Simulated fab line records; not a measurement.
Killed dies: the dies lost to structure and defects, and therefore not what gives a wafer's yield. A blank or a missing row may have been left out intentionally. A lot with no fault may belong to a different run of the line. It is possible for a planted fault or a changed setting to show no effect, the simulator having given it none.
Matching of chambers    flow nand harc    rie diel-12 running NHARC_P_M2_DESCUM_14: 4 sister chambers
The step chemistry O2, time 3 s. 30 wafers are shown with their chamber, then 12 later ones without.

WAFERS PAIRED WITH THEIR CHAMBERS
wafer   chamber  showerhead plenum p Torr (Torr)  drypump motor current A (A)  oes product au (a.u.)
L074.2  1        1.94                             5.4                          1.000
L074.4  3        2.05                             6.1                          0.990
L074.5  0        1.80                             4.8                          1.000
L075.2  2        1.98                             5.9                          1.000
L075.4  1        1.94                             5.4                          1.006
L075.5  2        1.98                             5.8                          1.006
L076.1  2        1.98                             5.9                          0.998
L076.2  0        1.80                             4.8                          1.022
L076.6  0        1.80                             4.8                          0.997
L077.1  1        1.94                             5.4                          1.003
L077.4  0        1.80                             4.8                          1.004
L077.6  3        2.05                             6.1                          0.985
L081.2  3        2.05                             6.1                          0.990
L081.4  2        1.98                             5.9                          1.005
L081.5  0        1.80                             4.8                          1.002
L082.1  0        1.80                             4.8                          1.002
L082.3  3        2.05                             6.0                          0.994
L082.4  1        1.94                             5.4                          1.004
L084.3  3        2.04                             6.1                          1.001
L084.4  0        1.79                             4.8                          1.017
L084.5  3        2.04                             6.1                          1.004
L085.1  2        1.98                             5.8                          1.006
L085.2  3        2.04                             6.1                          0.991
L085.6  1        1.94                             5.4                          1.005
L087.2  3        2.04                             6.1                          1.010
L087.4  2        1.98                             5.9                          1.002
L087.6  3        2.04                             6.1                          0.998
L089.3  2        1.98                             5.8                          1.001
L089.4  1        1.94                             5.4                          0.999
L089.6  0        1.79                             4.8                          1.011

SIGNATURES (averages over the wafers above)
reading                   chamber 0  chamber 1  chamber 2  chamber 3  scatter within a chamber
showerhead plenum p Torr  1.7975     1.9400     1.9800     2.0444     0.00378
drypump motor current A   4.800      5.400      5.857      6.089      0.0316
oes product au            1.00687    1.00283    1.00257    0.99589    0.00667
Rule: for each reading, subtract the chamber's mean from the wafer's reading, divide by that reading's scatter and square the result; add these up over the readings and take the root, which gives the wafer's distance from the chamber. If the next closest chamber is less than 2 further off than the closest, the wafer can't be placed; otherwise it belongs to the closest. How the scatter is found: for the shown wafers, subtract from each reading the mean of its chamber, square and add these, divide the total by (wafers less chambers), then take the root.

WAFERS MISSING THEIR CHAMBER
wafer   showerhead plenum p Torr (Torr)  drypump motor current A (A)  oes product au (a.u.)
L091.1  1.98                             5.8                          0.985
L091.3  1.94                             5.4                          0.999
L091.5  2.04                             6.1                          0.975
L093.2  2.04                             6.1                          0.986
L093.4  1.98                             5.8                          1.005
L093.5  1.79                             4.8                          1.004
L095.4  2.04                             6.1                          0.986
L095.5  1.79                             4.8                          1.015
L095.6  2.04                             6.1                          0.990
L096.2  1.79                             4.8                          1.013
L096.4  1.94                             5.4                          0.992
L096.5  1.79                             4.8                          1.022

WHICH CHAMBER EACH WENT THROUGH
wafer   from the rows above  in truth
L091.1  2                    2
L091.3  1                    1
L091.5  3                    3
L093.2  3                    3
L093.4  2                    2
L093.5  0                    0
L095.4  3                    3
L095.5  0                    0
L095.6  3                    3
L096.2  0                    0
L096.4  1                    1
L096.5  0                    0
Placed correctly: 12 of 12. Left unplaced by these rows: 0. 0 placed wrongly.
